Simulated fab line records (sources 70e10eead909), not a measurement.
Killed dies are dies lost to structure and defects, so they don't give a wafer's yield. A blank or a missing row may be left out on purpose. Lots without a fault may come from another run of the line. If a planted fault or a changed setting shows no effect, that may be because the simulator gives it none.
Matching of chambers || flow nand_harc || 4 sister chambers for NHARC_A_SLIT_ETCH_29 on rie_diel-10
The step etches the open film in CF4/O2, target depth 100 nm, overetch 10 nm, time 55 s. 4 wafers are shown with their chamber, then 7 later ones without.

== WAFERS, EACH WITH ITS CHAMBER ==
{"wafer": "L600.4", "chamber": 0, "drypump_motor_current_A (A)": 6.3}
{"wafer": "L604.2", "chamber": 1, "drypump_motor_current_A (A)": 5.6}
{"wafer": "L613.2", "chamber": 2, "drypump_motor_current_A (A)": 5.2}
{"wafer": "L613.4", "chamber": 3, "drypump_motor_current_A (A)": 6.1}

== WAFERS WITH NO CHAMBER GIVEN ==
{"wafer": "L613.5", "drypump_motor_current_A (A)": 6.2}
{"wafer": "L617.1", "drypump_motor_current_A (A)": 5.6}
{"wafer": "L617.2", "drypump_motor_current_A (A)": 6.1}
{"wafer": "L617.5", "drypump_motor_current_A (A)": 5.3}
{"wafer": "L621.2", "drypump_motor_current_A (A)": 5.7}
{"wafer": "L621.4", "drypump_motor_current_A (A)": 6.2}
{"wafer": "L621.6", "drypump_motor_current_A (A)": 5.7}

== WHICH CHAMBER EACH ONE RAN IN ==
{"wafer": "L613.5", "from the rows above": "can't be placed: 0 or 3", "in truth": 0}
{"wafer": "L617.1", "from the rows above": 1, "in truth": 1}
{"wafer": "L617.2", "from the rows above": 3, "in truth": 3}
{"wafer": "L617.5", "from the rows above": 2, "in truth": 2}
{"wafer": "L621.2", "from the rows above": 1, "in truth": 1}
{"wafer": "L621.4", "from the rows above": "can't be placed: 0 or 3", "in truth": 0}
{"wafer": "L621.6", "from the rows above": 1, "in truth": 1}
5 of 7 placed correctly. Not placeable from these rows: 2 (in 2, the candidates include the true chamber). Number placed wrongly: 0.
How it was worked out, from the rows above alone: a wafer's distance from a chamber is the root of the sum, over the readings, of the square of ((its reading less the chamber's mean) divided by the reading's scatter). If the next closest chamber is less than 2 further off than the closest, the wafer can't be placed; otherwise it belongs to the closest. The mean given for a chamber averages the wafers shown for that chamber. The scatter: root of mean squared gap, hidden wafer to nearest shown wafer, with one shown wafer a chamber.
